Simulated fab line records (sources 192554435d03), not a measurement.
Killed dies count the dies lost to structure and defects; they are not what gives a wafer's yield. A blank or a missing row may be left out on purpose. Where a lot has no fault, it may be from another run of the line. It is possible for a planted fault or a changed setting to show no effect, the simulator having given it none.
Code-filled problem report in 8D (eight disciplines) form	flow n5-finfet	the parts of the form that need people (team, actions taken, sign-off) are left out

## 1. WHAT IS WRONG
Mean of run-length-s at N5_BEOL_M14_ETCH_59: 100.5 s across 4 wafers in 3 lots; on wafers with no fault it is 91.4 s (standard deviation 0.38). Relative to the usual mean, that is a shift of +24 standard deviations.
The step: etches BARC in N2/H2, target depth 89 nm, overetch 26.7 nm, time 67.9 s.
Earliest sighting: wafer L414.3 on rie-diel-05 at day 17 01:05. The record has a number at this step for 21 wafers belonging to 7 lots. The rule behind "out" and "out of limits": a value lying over 4 standard deviations away from the usual mean. All remaining wafers that have a number are taken as sound.

## 2. WHAT IT IS; WHAT IT IS NOT
question	is	is not
which readings at this step	run-length-s	drypump-motor-current-A, oes-product-au, rf-vpp-V, showerhead-plenum-p-Torr, throttle-valve-pct
which lots	L414, L415, L416	L396, L400, L412, L413
which wafers of those lots	L414.3, L414.5, L415.3, L416.3	L414.1, L415.1, L415.4, L416.1, L416.4
read on which tools	rie-diel-05	rie-diel-02, rie-diel-03
when	from day 17 01:05	up to then (10 sound wafers); but 7 sound wafers of L412, L415, L416 came after

## 3. THE SUSPECTS, EACH WITH WHAT RULES IT OUT
Counting: any tool at a process step up to the reading remains a suspect provided it ran every lot that is out. Sound lots after the first of them don't rule it out here, since some wafers of a struck lot are sound.
- rie-diel-05 at N5_BEOL_M14_DESCUM_15 (chemistry O2, time 7.9 s): kept. Every lot that is out went through it, the first being L414 (day 17 01:04); the last sound lot it ran before that was L400 (day 13 22:01).
- rie-diel-05 at N5_BEOL_M14_ETCH_59 (etches BARC in N2/H2, target depth 89 nm, overetch 26.7 nm, time 67.9 s): kept. Every lot that is out went through it, the first being L414 (day 17 01:05); the last sound lot it ran before that was L400 (day 13 22:03). Out on those wafers are its own readings of run-length-s.
Remaining after the count are rie-diel-05 at N5_BEOL_M14_DESCUM_15 and rie-diel-05 at N5_BEOL_M14_ETCH_59.

## 4. THE CAUSE (what the simulator had put in)
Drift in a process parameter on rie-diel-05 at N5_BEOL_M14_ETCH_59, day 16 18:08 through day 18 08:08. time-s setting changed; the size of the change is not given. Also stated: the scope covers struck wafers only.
Of the 2 suspects that counting leaves, this tool is one.

## 5. THE EFFECT CHAIN, in route order
Rows list readings where the struck wafers' mean (over those with a number) sits beyond 3 standard deviations from the usual. Readings are gone through only where the record gives a usual standard deviation; hours: the median, over the lots, of the time from a lot's start at the first step in this table giving one to that lot's start at this step; sigmas: the change measured in usual standard deviations.
hours	step	reading	usual	on struck wafers	change	sigmas
0	N5_BEOL_M14_ETCH_59	run-length-s	91.4 s	100.5	+9.0	+24
The process steps in it:
- N5_BEOL_M14_ETCH_59: etches BARC in N2/H2, target depth 89 nm, overetch 26.7 nm, time 67.9 s.

## 6. WHAT WOULD HAVE CAUGHT IT SOONER
7 hours passed between the start of the fault at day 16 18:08 and the first reading out of limits in this record, taken at day 17 01:05.
